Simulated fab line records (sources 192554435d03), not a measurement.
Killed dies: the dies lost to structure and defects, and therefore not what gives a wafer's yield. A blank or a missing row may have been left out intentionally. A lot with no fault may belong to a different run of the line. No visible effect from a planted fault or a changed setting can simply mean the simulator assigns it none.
Chamber matching / flow n5-finfet / N5_FIN_SAQP_SPACER2_ETCHBACK_29 on rie-diel-01: 4 sister chambers
The step etches SiO2 in CHF3/O2, target depth 12.2 nm, time 6.1 s. 18 wafers are shown with their chamber, then 9 later ones without.

EACH WAFER AND ITS CHAMBER
wafer=L077.1; chamber=0; drypump-motor-current-A (A)=6.2; showerhead-plenum-p-Torr (Torr)=2.45; rf-vpp-V (V)=521
wafer=L077.3; chamber=2; drypump-motor-current-A (A)=6.2; showerhead-plenum-p-Torr (Torr)=2.51; rf-vpp-V (V)=502
wafer=L077.5; chamber=0; drypump-motor-current-A (A)=6.2; showerhead-plenum-p-Torr (Torr)=2.45; rf-vpp-V (V)=521
wafer=L078.2; chamber=3; drypump-motor-current-A (A)=5.1; showerhead-plenum-p-Torr (Torr)=2.28; rf-vpp-V (V)=508
wafer=L078.4; chamber=2; drypump-motor-current-A (A)=6.2; showerhead-plenum-p-Torr (Torr)=2.51; rf-vpp-V (V)=501
wafer=L078.5; chamber=1; drypump-motor-current-A (A)=5.9; showerhead-plenum-p-Torr (Torr)=2.55; rf-vpp-V (V)=536
wafer=L085.3; chamber=3; drypump-motor-current-A (A)=5.1; showerhead-plenum-p-Torr (Torr)=2.28; rf-vpp-V (V)=510
wafer=L085.5; chamber=1; drypump-motor-current-A (A)=5.9; showerhead-plenum-p-Torr (Torr)=2.54; rf-vpp-V (V)=538
wafer=L085.6; chamber=0; drypump-motor-current-A (A)=6.2; showerhead-plenum-p-Torr (Torr)=2.45; rf-vpp-V (V)=521
wafer=L087.2; chamber=0; drypump-motor-current-A (A)=6.2; showerhead-plenum-p-Torr (Torr)=2.44; rf-vpp-V (V)=521
wafer=L087.4; chamber=1; drypump-motor-current-A (A)=5.9; showerhead-plenum-p-Torr (Torr)=2.54; rf-vpp-V (V)=538
wafer=L087.6; chamber=3; drypump-motor-current-A (A)=5.1; showerhead-plenum-p-Torr (Torr)=2.27; rf-vpp-V (V)=510
wafer=L090.1; chamber=1; drypump-motor-current-A (A)=5.9; showerhead-plenum-p-Torr (Torr)=2.54; rf-vpp-V (V)=537
wafer=L090.5; chamber=1; drypump-motor-current-A (A)=6.0; showerhead-plenum-p-Torr (Torr)=2.54; rf-vpp-V (V)=536
wafer=L090.6; chamber=0; drypump-motor-current-A (A)=6.2; showerhead-plenum-p-Torr (Torr)=2.44; rf-vpp-V (V)=520
wafer=L091.2; chamber=3; drypump-motor-current-A (A)=5.1; showerhead-plenum-p-Torr (Torr)=2.27; rf-vpp-V (V)=509
wafer=L091.4; chamber=1; drypump-motor-current-A (A)=5.9; showerhead-plenum-p-Torr (Torr)=2.54; rf-vpp-V (V)=535
wafer=L091.6; chamber=0; drypump-motor-current-A (A)=6.2; showerhead-plenum-p-Torr (Torr)=2.44; rf-vpp-V (V)=521

SIGNATURES, as means of the wafers listed above
reading=drypump-motor-current-A; chamber 0=6.200; chamber 1=5.917; chamber 2=6.200; chamber 3=5.100; scatter within a chamber=0.0244
reading=showerhead-plenum-p-Torr; chamber 0=2.4450; chamber 1=2.5417; chamber 2=2.5100; chamber 3=2.2750; scatter within a chamber=0.00488
reading=rf-vpp-V; chamber 0=520.83; chamber 1=536.67; chamber 2=501.50; chamber 3=509.25; scatter within a chamber=0.903
Rule: a wafer lies at a distance from a chamber equal to the root of the sum of squares, over the readings, of (its reading less the chamber's mean, divided by the reading's scatter). If the next closest chamber is less than 2 further off than the closest, the wafer can't be placed; otherwise it belongs to the closest. The scatter is the square root of a quotient: the sum, over the shown wafers, of each reading's squared deviation from its chamber's mean, divided by wafers minus chambers.

WAFERS WITH NO CHAMBER GIVEN
wafer=L092.2; drypump-motor-current-A (A)=6.0; showerhead-plenum-p-Torr (Torr)=2.54; rf-vpp-V (V)=536
wafer=L092.5; drypump-motor-current-A (A)=5.9; showerhead-plenum-p-Torr (Torr)=2.54; rf-vpp-V (V)=536
wafer=L092.6; drypump-motor-current-A (A)=5.1; showerhead-plenum-p-Torr (Torr)=2.27; rf-vpp-V (V)=508
wafer=L095.1; drypump-motor-current-A (A)=6.2; showerhead-plenum-p-Torr (Torr)=2.44; rf-vpp-V (V)=520
wafer=L095.5; drypump-motor-current-A (A)=6.2; showerhead-plenum-p-Torr (Torr)=2.44; rf-vpp-V (V)=520
wafer=L095.6; drypump-motor-current-A (A)=6.2; showerhead-plenum-p-Torr (Torr)=2.50; rf-vpp-V (V)=532
wafer=L097.1; drypump-motor-current-A (A)=5.9; showerhead-plenum-p-Torr (Torr)=2.53; rf-vpp-V (V)=536
wafer=L097.4; drypump-motor-current-A (A)=6.2; showerhead-plenum-p-Torr (Torr)=2.43; rf-vpp-V (V)=520
wafer=L097.5; drypump-motor-current-A (A)=5.9; showerhead-plenum-p-Torr (Torr)=2.53; rf-vpp-V (V)=536

CHAMBER TAKEN BY EACH
wafer=L092.2; from the rows above=1; in truth=1
wafer=L092.5; from the rows above=1; in truth=1
wafer=L092.6; from the rows above=3; in truth=3
wafer=L095.1; from the rows above=0; in truth=0
wafer=L095.5; from the rows above=0; in truth=0
wafer=L095.6; from the rows above=can't be placed: 1 or 0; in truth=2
wafer=L097.1; from the rows above=1; in truth=1
wafer=L097.4; from the rows above=0; in truth=0
wafer=L097.5; from the rows above=1; in truth=1
Correct placement for 8 of the 9. Not placeable from these rows: 1 (in 0, the candidates include the true chamber). 0 placed wrongly.
